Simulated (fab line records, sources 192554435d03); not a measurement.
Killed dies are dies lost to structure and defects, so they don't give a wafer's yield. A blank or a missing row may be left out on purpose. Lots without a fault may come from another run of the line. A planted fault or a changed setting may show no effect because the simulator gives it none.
Chamber matching | flow n5_finfet | N5_BEOL_M5_CO_CAP_78 on cvd_co-01: 3 sister chambers
The step material Co, precursor CCTBA/H2, target thk 2 nm, time 102.1 s. 33 wafers are shown with their chamber, then 12 later ones without.

WAFERS WITH THEIR CHAMBER
wafer  | chamber | heater_power_w (W)
L074.1 | 0       | 256
L074.2 | 2       | 246
L074.3 | 1       | 224
L074.4 | 2       | 249
L074.5 | 1       | 219
L074.6 | 0       | 250
L078.4 | 2       | 240
L078.5 | 1       | 220
L078.6 | 0       | 250
L080.3 | 0       | 254
L080.4 | 2       | 243
L080.5 | 0       | 252
L083.1 | 1       | 222
L083.2 | 2       | 242
L083.3 | 0       | 253
L083.4 | 1       | 221
L083.5 | 0       | 257
L083.6 | 2       | 245
L084.4 | 1       | 221
L084.5 | 0       | 256
L084.6 | 2       | 244
L086.3 | 0       | 249
L086.5 | 0       | 250
L086.6 | 2       | 242
L087.2 | 2       | 244
L087.4 | 1       | 200
L087.6 | 0       | 256
L088.2 | 2       | 242
L088.5 | 0       | 253
L088.6 | 1       | 204
L097.3 | 1       | 204
L097.4 | 0       | 255
L097.5 | 2       | 242

SIGNATURES (means of the wafers above)
reading        | chamber 0 | chamber 1 | chamber 2 | scatter within a chamber
heater_power_w | 253.15    | 215.00    | 243.55    | 5.36
Rule: a wafer's distance from a chamber is the root of the sum, over the readings, of the square of ((its reading less the chamber's mean) divided by the reading's scatter). The wafer belongs to the nearest chamber; if the next one is less than 2 further off, it can't be placed. The scatter: the root of (the sum of the squares of (reading less its chamber's mean) over the shown wafers, divided by (wafers less chambers)).

WAFERS WITHOUT THEIR CHAMBER
wafer  | heater_power_w (W)
L091.1 | 260
L091.2 | 209
L091.3 | 240
L092.1 | 253
L092.2 | 202
L092.5 | 244
L094.1 | 206
L094.5 | 254
L094.6 | 243
L082.1 | 206
L082.3 | 248
L082.6 | 251

WHICH CHAMBER EACH WENT THROUGH
wafer  | from the rows above     | in truth
L091.1 | can't be placed: 0 or 2 | 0
L091.2 | 1                       | 1
L091.3 | can't be placed: 2 or 0 | 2
L092.1 | can't be placed: 0 or 2 | 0
L092.2 | 1                       | 1
L092.5 | can't be placed: 2 or 0 | 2
L094.1 | 1                       | 1
L094.5 | can't be placed: 0 or 2 | 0
L094.6 | can't be placed: 2 or 0 | 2
L082.1 | 1                       | 1
L082.3 | can't be placed: 2 or 0 | 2
L082.6 | can't be placed: 0 or 2 | 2
Placed correctly: 4 of 12. Can't be placed from these rows: 8 (the true chamber is among the candidates in 8). Placed wrongly: 0.
